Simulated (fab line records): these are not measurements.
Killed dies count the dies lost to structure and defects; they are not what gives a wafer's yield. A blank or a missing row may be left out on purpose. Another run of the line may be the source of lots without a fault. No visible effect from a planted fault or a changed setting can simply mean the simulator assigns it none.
Matching of chambers -- flow n5 finfet -- N5_BEOL_M1_CO_CAP_55 on cvd co-02 has 3 sister chambers
The step material Co, precursor CCTBA/H2, target thk 2 nm, time 102.1 s. 30 wafers are shown with their chamber, then 12 later ones without.

== WAFERS PAIRED WITH THEIR CHAMBERS ==
wafer,chamber,heater power w (W),susceptor temp C (C)
L074.3,1,317,199.85
L074.4,1,323,200.00
L074.5,2,221,200.22
L075.2,2,219,200.14
L075.3,1,320,200.08
L075.5,2,221,200.25
L077.2,0,253,200.27
L077.4,0,247,200.06
L077.5,1,315,200.05
L079.1,0,250,199.94
L079.2,1,321,199.83
L079.6,2,225,199.99
L081.2,0,244,200.12
L081.3,1,315,199.92
L081.4,2,226,199.84
L084.2,1,311,200.19
L084.3,1,322,200.19
L084.6,2,224,199.94
L087.3,0,249,200.28
L087.4,1,321,199.97
L087.6,0,249,200.38
L088.1,1,313,200.15
L088.4,2,221,200.07
L088.6,1,320,200.04
L089.1,0,251,199.96
L089.2,1,321,199.88
L089.4,2,227,200.09
L092.3,1,315,200.36
L092.5,2,220,199.81
L092.6,0,262,200.12

SIGNATURES (means of the wafers above)
reading,chamber 0,chamber 1,chamber 2,scatter within a chamber
heater power w,250.62,318.00,222.67,4.05
susceptor temp C,200.1413,200.0392,200.0389,0.156
Rule: distance of a wafer from a chamber = root of the sum over the readings of ((wafer's reading minus chamber's mean) / reading's scatter) squared. If the next closest chamber is less than 2 further off than the closest, the wafer can't be placed; otherwise it belongs to the closest. The scatter: the root of (the sum of the squares of (reading less its chamber's mean) over the shown wafers, divided by (wafers less chambers)).

== WAFERS WITH NO CHAMBER GIVEN ==
wafer,heater power w (W),susceptor temp C (C)
L094.1,231,200.03
L094.5,315,199.83
L094.6,219,199.72
L093.2,245,200.22
L093.4,313,199.80
L093.6,224,199.96
L095.2,312,200.08
L095.4,315,200.04
L095.6,252,200.02
L097.2,252,200.03
L097.3,225,199.88
L097.5,318,200.42

== EACH ONE'S CHAMBER ==
wafer,from the rows above,in truth
L094.1,2,2
L094.5,1,1
L094.6,2,2
L093.2,0,0
L093.4,1,1
L093.6,2,2
L095.2,1,1
L095.4,1,1
L095.6,0,0
L097.2,0,0
L097.3,2,2
L097.5,1,1
Placed correctly: 12 of 12. From these rows, 0 cannot be placed. Wrongly placed: 0.
